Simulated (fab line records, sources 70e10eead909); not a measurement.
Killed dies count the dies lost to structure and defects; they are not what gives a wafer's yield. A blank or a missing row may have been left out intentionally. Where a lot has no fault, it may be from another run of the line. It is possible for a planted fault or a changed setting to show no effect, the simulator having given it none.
2 desks looking at one fault || flow nand-harc || numbers are kept per desk, each desk with only its own; the story behind them comes last

## THE TOOL OWNER'S DESK: ald-hk-01
The tool's own readings at NHARC_A_CHANNEL_FILL_D1_ALD_14 (deposits SiO2, target thk 2.5 nm, pulse time 10 s, ald cycles 25): means of the sampled wafers that have a number, for each lot that ran on this tool. If a lot's mean is further than 4 standard deviations from the usual mean, the lot is out of limits and carries the mark OUT (the distance appears in the brackets).
Columns: A = heater-power-w at NHARC_A_CHANNEL_FILL_D1_ALD_14, usual 496 W; B = precursor-pulse-height-rel at NHARC_A_CHANNEL_FILL_D1_ALD_14, usual 1.000
{"lot": "L293", "first seen here": "day 9 06:29", "A": 499, "B": 0.980}
{"lot": "L294", "first seen here": "day 9 09:56", "A": 436, "B": 1.009}
{"lot": "L300", "first seen here": "day 11 21:47", "A": 462, "B": 1.000}
{"lot": "L301", "first seen here": "day 12 15:40", "A": 492, "B": 0.969}
{"lot": "L303", "first seen here": "day 13 09:30", "A": 452, "B": 1.007}
{"lot": "L310", "first seen here": "day 16 00:47", "A": 460, "B": 0.980}
{"lot": "L311", "first seen here": "day 16 22:43", "A": 516, "B": 0.992}
This desk's finding: nothing out of limits on any of the 7 lots.

## AT THE METROLOGY DESK
What the gauges read, lot by lot, whatever tool the lot ran on: means of the sampled wafers that have a number. If a lot's mean is further than 4 standard deviations from the usual mean, the lot is out of limits and carries the mark OUT (the distance appears in the brackets).
Columns: A = thk-nm at NHARC_A_ONON_D1_THK_MEAS_14, usual 999 nm
{"lot": "L293", "first seen here": "day 7 22:32", "A": 993}
{"lot": "L294", "first seen here": "day 8 05:46", "A": 992}
{"lot": "L295", "first seen here": "day 8 15:01", "A": 993}
{"lot": "L297", "first seen here": "day 9 22:40", "A": 1007}
{"lot": "L299", "first seen here": "day 10 09:07", "A": 1003}
{"lot": "L300", "first seen here": "day 10 16:34", "A": 996}
{"lot": "L302", "first seen here": "day 11 08:01", "A": 995}
{"lot": "L301", "first seen here": "day 11 08:02", "A": 1007}
{"lot": "L303", "first seen here": "day 12 05:04", "A": 1012}
{"lot": "L310", "first seen here": "day 14 20:10", "A": 1002}
{"lot": "L311", "first seen here": "day 15 14:59", "A": 1000}
{"lot": "L314", "first seen here": "day 16 10:29", "A": 996}
{"lot": "L315", "first seen here": "day 16 21:01", "A": 995}
This desk's finding: nothing out of limits on any of the 13 lots.

## BROUGHT TOGETHER
Nothing out of limits was seen by the tool owner's desk.
From the metrology desk's view, nothing was out of limits.

## WHAT WAS PUT IN BY THE SIMULATOR
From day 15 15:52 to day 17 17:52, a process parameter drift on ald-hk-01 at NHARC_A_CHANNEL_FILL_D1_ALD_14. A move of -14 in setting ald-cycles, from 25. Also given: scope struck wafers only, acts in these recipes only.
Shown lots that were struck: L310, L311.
